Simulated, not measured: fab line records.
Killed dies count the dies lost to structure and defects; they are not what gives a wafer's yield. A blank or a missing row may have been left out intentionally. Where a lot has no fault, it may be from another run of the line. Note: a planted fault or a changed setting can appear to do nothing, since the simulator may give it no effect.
Struck lot and sound lot, side by side | flow nand-harc | 17 out of 1159 route steps
Sound: wafers L801.2, L801.4, L801.6. Wafers L811.2, L811.4, L811.5 were the ones struck. Last of all comes the cause.
For every step that has rows: the tool of each side, followed by ch and its chambers, followed by its first start. Under that, the readings that differ: sound wafers | struck wafers | difference of the means | sigmas: that difference in standard deviations of wafers without a fault.
alike: readings with means less than 2 such deviations apart, plus words and numbers identical on both sides. not compared: withheld readings, readings lacking a value on some wafer, bounds such as >300 that could conceal the same value, and numbers that have no deviation in the record and whose values overlap.
Wherever a step has rows on one side only, a row that says differs or no value, or a row with sigmas, the two part there. Numbers that don't overlap but have no deviation are shown without sigmas and don't part them. A reading missing from all wafers of one side parts the sides only when that side holds two or more wafers.

NHARC_A_M1_INSPECT_11:
  sound on defect-inspect-02, day 20 11:14; struck on defect-inspect-01, day 22 05:41
  alike: raw-defect-count
then, 2 steps without rows for these wafers: NHARC_A_M1_DESCUM_14 (chemistry O2, time 3 s); NHARC_A_M1_ETCH_35 (etches the open film in N2/H2, target depth 40 nm, overetch 12 nm, time 43.94 s).
NHARC_A_M1_ETCH_15: etches the open film in C4F8/Ar, target depth 182.5 nm, time 91.2 s.
  sound: rie-diel-08 ch 0,1,3; struck: rie-diel-08 ch 2,3
  reading               | sound             | struck            | difference | sigmas
  oes-product-au (a.u.) | 0.928 0.889 0.921 | 0.981 0.956 0.994 | +0.064     | +3
  alike: rf-vpp-V
  not compared: rf-hours-counter-h
NHARC_A_M1_CD_MEAS_16:
  sound on cd-sem-01, day 20 11:35; struck on cd-sem-01, day 22 06:04
  alike: cd-nm
NHARC_A_M1_STRIP_18: strips in N2/H2.
  sound on rie-diel-02 ch 2,3, day 20 11:40; struck on rie-diel-08 ch 0,2,3, day 22 06:08
  alike: drypump-motor-current-A, mfc-ar-sccm, oes-product-au, rf-vpp-V, showerhead-plenum-p-Torr, throttle-valve-pct
  not compared: rf-hours-counter-h
NHARC_A_M1_ETCH_28: etches the open film in CF4/N2, target depth 30 nm, time 72.99 s.
  sound: rie-diel-02 ch 0,2; struck: rie-diel-08 ch 1,2,3
  alike: drypump-motor-current-A, mfc-ar-sccm, oes-product-au, rf-vpp-V, showerhead-plenum-p-Torr, throttle-valve-pct
  not compared: rf-hours-counter-h
then, 2 steps without rows for these wafers: NHARC_A_M1_STRIP_19 (strips in post etch residue remover, time 600 s); NHARC_A_M1_DEGAS_29 (time 60 s).
NHARC_A_M1_PRE_CLEAN_30: time 30 s.
  sound on pvd-sputter-03; struck on pvd-sputter-03
  alike: heater-power-w
then, 1 step without rows for these wafers: NHARC_A_M1_PVD_20 (deposits TaN, target thk 5 nm, time 8.06 s).
NHARC_A_M1_PVD_21: deposits Cu, target thk 30 nm, time 20.49 s.
  sound on pvd-sputter-03; struck on pvd-sputter-03
  alike: throttle-valve-pct
NHARC_A_M1_ECD_22: material Cu, target thk 400 nm.
  sound on ecd-cu-02 ch 0,1, day 20 12:40; struck on ecd-cu-01 ch 0,1, day 22 07:08
  no value came back on the struck wafers for bath-heat-duty-pct (%), bath-temp-c (C); on the sound wafers bath-heat-duty-pct (%) reads 7.3 5.9 6.6
then, 1 step without rows for these wafers: NHARC_A_M1_ANNEAL_31 (time 90 s).
NHARC_A_M1_CMP_23: polishes, t overpolish 20 s, target thk 154.34 nm.
  sound on cmp-02 ch 0,1, day 20 13:23; struck on cmp-03 ch 1,3, day 22 07:54
  reading                | sound    | struck | difference | sigmas
  time-to-endpoint-s (s) | 29 21 30 | 0 2 2  | -25        | -8
  alike: motor-current-A, retaining-ring-pressure-frac, slurry-filter-dp-kPa
NHARC_A_M1_THK_MEAS_24: measures by xrf.
  sound on film-metro-02, day 20 13:42; struck on film-metro-02, day 22 08:22
  reading     | sound             | struck         | difference | sigmas
  thk-nm (nm) | 153.2 151.5 153.4 | 29.7 30.1 30.3 | -122.7     | -82
  not compared: hold
after that, 1 step had no rows for these wafers: NHARC_END_SORT_01.

WHERE THEY PART
Last at NHARC_A_M1_THK_MEAS_24 as far as this record goes, first at NHARC_A_M1_ETCH_15.

WHY: what had been put in by the simulator
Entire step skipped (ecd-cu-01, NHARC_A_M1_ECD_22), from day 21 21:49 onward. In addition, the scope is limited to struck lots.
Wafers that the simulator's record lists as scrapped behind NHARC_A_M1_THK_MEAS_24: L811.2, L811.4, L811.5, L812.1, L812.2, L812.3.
